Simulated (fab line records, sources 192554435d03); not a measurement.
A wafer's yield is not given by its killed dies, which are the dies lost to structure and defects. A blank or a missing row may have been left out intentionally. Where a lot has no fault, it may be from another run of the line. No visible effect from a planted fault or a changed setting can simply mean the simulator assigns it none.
Chamber matching ; flow n5 finfet ; 4 sister chambers for N5_BEOL_M0_SAQP_MANDREL_ETCH_20 on rie si-04
The step etches a-Si in HBr/Cl2, stops on SiNx, target depth 60 nm, bt time 10 s, time 30 s. 16 wafers are shown with their chamber, then 8 later ones without.

== WAFERS PAIRED WITH THEIR CHAMBERS ==
wafer;chamber;drypump motor current A (A);oes product au (a.u.)
L081.3;3;6.0;0.756
L081.5;0;4.9;0.765
L081.6;3;6.0;0.767
L083.1;0;4.9;0.766
L083.2;1;5.6;0.771
L083.6;0;4.9;0.768
L084.1;1;5.6;0.762
L084.2;0;4.8;0.765
L084.4;3;6.1;0.769
L087.1;3;6.0;0.757
L087.3;2;6.0;0.773
L087.5;3;6.1;0.768
L089.1;0;4.9;0.770
L089.2;3;6.1;0.763
L089.5;0;4.8;0.775
L094.1;3;6.1;0.766

SIGNATURES, as means of the wafers listed above
reading;chamber 0;chamber 1;chamber 2;chamber 3;scatter within a chamber
drypump motor current A;4.867;5.600;6.000;6.057;0.0504
oes product au;0.76817;0.76650;0.77300;0.76371;0.00485
Rule: distance of a wafer from a chamber = root of the sum over the readings of ((wafer's reading minus chamber's mean) / reading's scatter) squared. If the next closest chamber is less than 2 further off than the closest, the wafer can't be placed; otherwise it belongs to the closest. The scatter: the root of (the sum of the squares of (reading less its chamber's mean) over the shown wafers, divided by (wafers less chambers)).

== WAFERS WHOSE CHAMBER IS MISSING ==
wafer;drypump motor current A (A);oes product au (a.u.)
L094.5;6.0;0.774
L094.6;6.0;0.785
L095.1;6.0;0.770
L095.5;6.0;0.773
L095.6;6.0;0.789
L097.3;6.1;0.759
L097.5;6.1;0.778
L097.6;5.6;0.788

== THE CHAMBER EACH PASSED THROUGH ==
wafer;from the rows above;in truth
L094.5;2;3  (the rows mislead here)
L094.6;2;2
L095.1;can't be placed: 2 or 3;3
L095.5;2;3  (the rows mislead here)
L095.6;2;2
L097.3;3;3
L097.5;can't be placed: 2 or 3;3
L097.6;1;1
Placed correctly: 4 of 8. Unplaceable from these rows: 2, with the true chamber sitting among the candidates in 2. Wrongly placed: 2.
